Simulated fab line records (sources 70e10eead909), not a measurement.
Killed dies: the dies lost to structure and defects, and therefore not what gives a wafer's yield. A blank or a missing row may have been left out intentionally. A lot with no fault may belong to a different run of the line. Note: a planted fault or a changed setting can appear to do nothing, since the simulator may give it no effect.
A sampling plan put to the test ; flow nand harc ; one fab line, 30 faults that these records tell of, each judged on the records of the lots that it struck; 1 more is left out, because the records don't allow judging it
The plan is the line's own looks: the steps of the route at which a gauge or an inspection reads the wafer and doesn't change it. Where struck wafers have a number at a look and the file lists that look's usual mean and standard deviation on fault-free wafers, the look can be judged. Caught: the struck wafers' mean, at a look after the fault's first step, is 4 or more of those standard deviations (sigma) away from the usual mean. On the tool: the test repeated on the tool's own readings taken at the fault's steps. If the struck wafers alone have a blank record, or they carry another recipe, that too counts as caught.

== THE FAULTS, as the simulator had put them in ==
1. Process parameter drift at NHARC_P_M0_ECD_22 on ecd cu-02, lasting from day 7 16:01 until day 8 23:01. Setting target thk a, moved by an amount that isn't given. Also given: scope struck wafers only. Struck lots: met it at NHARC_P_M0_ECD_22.
2. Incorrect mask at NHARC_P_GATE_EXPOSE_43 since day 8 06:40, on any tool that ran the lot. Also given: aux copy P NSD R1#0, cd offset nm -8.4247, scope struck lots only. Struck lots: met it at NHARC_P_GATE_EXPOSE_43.
3. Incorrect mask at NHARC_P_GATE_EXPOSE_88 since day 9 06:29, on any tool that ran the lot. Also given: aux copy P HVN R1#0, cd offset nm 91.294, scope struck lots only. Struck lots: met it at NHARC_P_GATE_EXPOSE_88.
4. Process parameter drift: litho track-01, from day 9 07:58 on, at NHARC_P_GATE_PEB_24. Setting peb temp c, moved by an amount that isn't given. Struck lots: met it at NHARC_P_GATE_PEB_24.
5. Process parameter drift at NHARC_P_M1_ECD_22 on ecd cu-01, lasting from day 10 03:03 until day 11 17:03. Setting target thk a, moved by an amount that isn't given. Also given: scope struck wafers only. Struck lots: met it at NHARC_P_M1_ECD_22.
6. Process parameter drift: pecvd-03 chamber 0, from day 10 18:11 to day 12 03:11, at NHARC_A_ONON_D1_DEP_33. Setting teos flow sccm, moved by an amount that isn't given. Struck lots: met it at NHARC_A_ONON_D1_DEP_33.
7. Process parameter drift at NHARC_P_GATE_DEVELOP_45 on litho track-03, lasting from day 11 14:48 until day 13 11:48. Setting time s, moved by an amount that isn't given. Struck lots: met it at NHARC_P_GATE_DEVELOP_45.
8. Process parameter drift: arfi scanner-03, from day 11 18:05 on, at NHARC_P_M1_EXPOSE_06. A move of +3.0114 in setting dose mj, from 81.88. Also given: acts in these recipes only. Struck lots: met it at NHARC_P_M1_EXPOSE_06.
9. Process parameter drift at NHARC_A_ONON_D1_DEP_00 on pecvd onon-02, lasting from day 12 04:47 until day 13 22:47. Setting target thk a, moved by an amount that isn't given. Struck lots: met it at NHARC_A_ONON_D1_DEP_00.
10. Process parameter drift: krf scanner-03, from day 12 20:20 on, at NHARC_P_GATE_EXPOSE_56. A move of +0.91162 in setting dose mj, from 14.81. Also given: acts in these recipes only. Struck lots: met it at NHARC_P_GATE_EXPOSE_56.
11. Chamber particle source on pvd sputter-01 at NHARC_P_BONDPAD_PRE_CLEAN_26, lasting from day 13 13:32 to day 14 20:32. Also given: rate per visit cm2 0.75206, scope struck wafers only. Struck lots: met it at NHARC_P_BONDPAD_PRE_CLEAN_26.
12. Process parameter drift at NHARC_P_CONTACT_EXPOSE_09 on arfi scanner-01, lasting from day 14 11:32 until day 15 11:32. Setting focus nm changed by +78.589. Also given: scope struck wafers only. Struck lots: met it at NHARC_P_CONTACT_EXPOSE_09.
13. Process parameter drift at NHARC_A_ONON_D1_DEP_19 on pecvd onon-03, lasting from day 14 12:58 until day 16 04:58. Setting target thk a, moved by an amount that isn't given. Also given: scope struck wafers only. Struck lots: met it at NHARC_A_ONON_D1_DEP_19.
14. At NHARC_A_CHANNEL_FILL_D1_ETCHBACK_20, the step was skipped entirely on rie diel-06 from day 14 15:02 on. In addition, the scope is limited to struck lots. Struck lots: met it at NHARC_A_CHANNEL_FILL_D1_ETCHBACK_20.
15. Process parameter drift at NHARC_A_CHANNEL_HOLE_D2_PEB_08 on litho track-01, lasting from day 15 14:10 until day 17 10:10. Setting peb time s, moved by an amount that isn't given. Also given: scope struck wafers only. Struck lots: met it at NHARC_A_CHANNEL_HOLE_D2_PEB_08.
16. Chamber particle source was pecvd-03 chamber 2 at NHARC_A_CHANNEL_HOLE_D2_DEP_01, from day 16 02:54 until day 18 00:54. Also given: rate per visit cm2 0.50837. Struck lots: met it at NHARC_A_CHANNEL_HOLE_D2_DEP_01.
17. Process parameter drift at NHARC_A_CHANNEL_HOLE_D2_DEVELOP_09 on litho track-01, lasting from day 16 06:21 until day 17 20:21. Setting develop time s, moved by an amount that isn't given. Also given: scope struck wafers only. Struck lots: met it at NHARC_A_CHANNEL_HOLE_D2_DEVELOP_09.
18. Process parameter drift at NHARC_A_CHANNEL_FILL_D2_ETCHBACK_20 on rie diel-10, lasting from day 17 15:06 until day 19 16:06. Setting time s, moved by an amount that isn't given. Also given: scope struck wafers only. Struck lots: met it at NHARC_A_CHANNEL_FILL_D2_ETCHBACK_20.
19. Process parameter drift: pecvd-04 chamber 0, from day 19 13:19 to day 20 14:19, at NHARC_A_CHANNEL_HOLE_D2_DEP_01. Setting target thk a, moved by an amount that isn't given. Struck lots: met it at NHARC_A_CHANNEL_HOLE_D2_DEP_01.
20. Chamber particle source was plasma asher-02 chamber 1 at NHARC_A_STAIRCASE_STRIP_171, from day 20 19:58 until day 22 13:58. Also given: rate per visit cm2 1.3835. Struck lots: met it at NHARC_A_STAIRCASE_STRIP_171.
21. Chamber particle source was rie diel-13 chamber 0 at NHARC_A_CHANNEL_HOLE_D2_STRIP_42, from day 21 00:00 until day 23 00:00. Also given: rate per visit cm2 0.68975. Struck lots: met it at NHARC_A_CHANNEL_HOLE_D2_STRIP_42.
22. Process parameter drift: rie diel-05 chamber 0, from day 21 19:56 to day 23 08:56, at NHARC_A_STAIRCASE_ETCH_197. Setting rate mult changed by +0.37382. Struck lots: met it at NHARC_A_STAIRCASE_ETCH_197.
23. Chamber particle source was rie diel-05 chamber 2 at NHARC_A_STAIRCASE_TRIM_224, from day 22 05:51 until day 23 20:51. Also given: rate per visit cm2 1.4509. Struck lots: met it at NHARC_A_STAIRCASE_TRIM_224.
24. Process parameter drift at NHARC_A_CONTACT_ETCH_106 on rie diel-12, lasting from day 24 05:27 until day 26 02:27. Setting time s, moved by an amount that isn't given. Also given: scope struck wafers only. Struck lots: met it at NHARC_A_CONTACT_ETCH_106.
25. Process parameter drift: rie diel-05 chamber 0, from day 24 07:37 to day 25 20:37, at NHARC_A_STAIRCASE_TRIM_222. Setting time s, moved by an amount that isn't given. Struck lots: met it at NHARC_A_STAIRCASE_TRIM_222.
26. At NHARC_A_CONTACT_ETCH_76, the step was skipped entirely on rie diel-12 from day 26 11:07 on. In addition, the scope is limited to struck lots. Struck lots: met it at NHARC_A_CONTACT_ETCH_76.
27. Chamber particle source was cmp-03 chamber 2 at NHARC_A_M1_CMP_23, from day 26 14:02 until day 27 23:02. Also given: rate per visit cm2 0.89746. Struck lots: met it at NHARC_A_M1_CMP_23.
28. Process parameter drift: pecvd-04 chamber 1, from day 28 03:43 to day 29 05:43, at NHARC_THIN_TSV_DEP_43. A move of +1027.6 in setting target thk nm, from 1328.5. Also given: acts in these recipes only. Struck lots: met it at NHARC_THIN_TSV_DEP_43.
29. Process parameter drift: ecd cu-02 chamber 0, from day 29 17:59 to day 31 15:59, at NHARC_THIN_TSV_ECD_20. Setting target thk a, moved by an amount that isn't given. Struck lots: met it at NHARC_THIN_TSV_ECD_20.
30. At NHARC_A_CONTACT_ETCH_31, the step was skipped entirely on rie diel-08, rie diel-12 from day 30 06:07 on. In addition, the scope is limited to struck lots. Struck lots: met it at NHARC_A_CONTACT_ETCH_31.

== WHAT THE PLAN SAW ==
fault;on the tool itself;first look that catches it;reading, sigma;median hours from its first step to that look;hours from the fault's start to the first struck lot there;judged looks passed uncaught
1;no reading that can be judged;no look after it can be judged;-;-;-;0
2;no reading that can be judged;NHARC_P_GATE_CD_MEAS_46;cd nm -4.3;0.1;0;0
3;no reading that can be judged;NHARC_P_GATE_CD_MEAS_91;cd nm +45;0.2;0;0
4;plate temp C -19 sigma;NHARC_P_GATE_CD_MEAS_26;cd nm +12;0.1;17;0
5;no reading that can be judged;no look after it can be judged;-;-;-;0
6;mfc precursor sccm +41 sigma;NHARC_A_ONON_D1_THK_MEAS_34;thk nm +9.7;0.4;4;0
7;no reading that can be judged;NHARC_END_SORT_01;killed at periphery +99 or beyond;445.9;438;0
8;exposure dose mJ cm2 +33 sigma;none of the 2 looks that can be judged after it;strongest: cd nm at NHARC_P_M1_CD_MEAS_09, +3.5;-;-;2
9;under 2 sigma;NHARC_A_ONON_D1_THK_MEAS_02;thk nm +10;0.5;10;0
10;exposure dose mJ cm2 +64 sigma;NHARC_P_GATE_CD_MEAS_59;cd nm +4.0;0.2;2;0
11;under 2 sigma;NHARC_END_SORT_01;killed at periphery +35;441.4;471;1
12;no reading that can be judged;NHARC_P_CONTACT_CD_MEAS_12;cd nm -10.0;0.1;11;0
13;no reading that can be judged;NHARC_A_ONON_D1_THK_MEAS_21;thk nm -32;0.5;10;0
14;the tool's record is blank for the struck wafers;NHARC_END_SORT_01;killed at array +30;347.5;352;0
15;under 2 sigma;NHARC_A_CHANNEL_HOLE_D2_CD_MEAS_10;cd nm +13;0.1;3;0
16;under 2 sigma;NHARC_A_CHANNEL_HOLE_D2_INSPECT_12;raw defect count +14;0.8;17;0
17;no reading that can be judged;not the one look that can be judged after it;strongest: cd nm at NHARC_A_CHANNEL_HOLE_D2_CD_MEAS_10, -3.0;-;-;1
18;run length s -21 sigma;NHARC_END_SORT_01;killed dies +30;237.3;246;0
19;under 2 sigma;NHARC_END_SORT_01;killed dies +6.1;273.4;291;0
20;under 2 sigma;not the one look that can be judged after it;strongest: killed at array at NHARC_END_SORT_01, +3.3;-;-;1
21;no reading that can be judged;NHARC_A_CHANNEL_HOLE_D2_INSPECT_40;raw defect count +6.3;1.1;10;0
22;oes product au +14 sigma;NHARC_END_SORT_01;killed dies +30;196.8;197;0
23;under 2 sigma;none of the 2 looks that can be judged after it;strongest: killed dies at NHARC_END_SORT_01, +2.7;-;-;2
24;run length s -8.6 sigma;NHARC_END_SORT_01;killed at array +6.3;53.7;71;0
25;run length s -99 or beyond sigma;NHARC_END_SORT_01;killed at array +30;202.8;220;0
26;the tool's record is blank for the struck wafers;NHARC_END_SORT_01;killed at array +30;63.9;68;0
27;under 2 sigma;NHARC_A_M1_INSPECT_27;raw defect count +5.1;0.5;4;0
28;under 2 sigma;NHARC_END_SORT_01;killed at other +99 or beyond;17.7;20;2
29;no reading that can be judged;NHARC_END_SORT_01;killed at other +99 or beyond;13.3;20;0
30;the tool's record is blank for the struck wafers;NHARC_END_SORT_01;killed dies +30;57.1;62;0
A dash: the fault is not caught, or the number is missing from these records.

Caught at a look: 24 of 30. Caught on the tool: 11 of 30. By one or the other: 25 of 30.
Caught on the tool alone: fault 8.
Caught at a look alone: faults 2, 3, 7, 9, 11, 12, 13, 15, 16, 19, 21, 27, 28, 29.
Caught by neither: faults 1, 5, 17, 20, 23.

== THINNER SAMPLING ==
In the worst case, this is how late the first struck lot would be measured if the look that catches a fault measured only every second or every third lot, by lot number:
fault;struck lots at that look, in order of time;every lot;every second lot;every third lot
2;L704;0 h;may miss it;may miss it
3;L498;0 h;may miss it;may miss it
4;L841, L842;17 h;43 h;may miss all 2
6;L668, L669;4 h;25 h;may miss all 2
7;L925, L930;438 h;481 h;may miss all 2
9;L783, L784;10 h;37 h;may miss all 2
10;L711, L716;2 h;55 h;may miss all 2
11;L599;471 h;may miss it;may miss it
12;L212, L213;11 h;14 h;may miss all 2
13;L390, L391;10 h;18 h;may miss all 2
14;L763, L765;352 h;may miss all 2;may miss all 2
15;L196, L198;3 h;may miss all 2;may miss all 2
16;L157, L160;17 h;39 h;may miss all 2
18;L773, L775;246 h;may miss all 2;may miss all 2
19;L961;291 h;may miss it;may miss it
21;L117;10 h;may miss it;may miss it
22;L997;197 h;may miss it;may miss it
24;L125, L127;71 h;may miss all 2;may miss all 2
25;L455;220 h;may miss it;may miss it
26;L458, L459;68 h;82 h;may miss all 2
27;L542, L545;4 h;31 h;may miss all 2
28;L327, L329, L330;20 h;41 h;may miss all 3
29;L585, L584;20 h;23 h;may miss all 2
30;L242, L243;62 h;67 h;may miss all 2
The hour figures run from when the fault began to the first measured lot among those it struck. The limit of 4 sigma was tested on all struck wafers together, so one lot alone may lie under it. Other struck lots may not be in these records.

== THE LONGEST TIMED WAY FROM STEP TO LOOK ==
Fault 7: a median of 445.9 hours passes between NHARC_P_GATE_DEVELOP_45 and NHARC_END_SORT_01. No look between them can be judged.
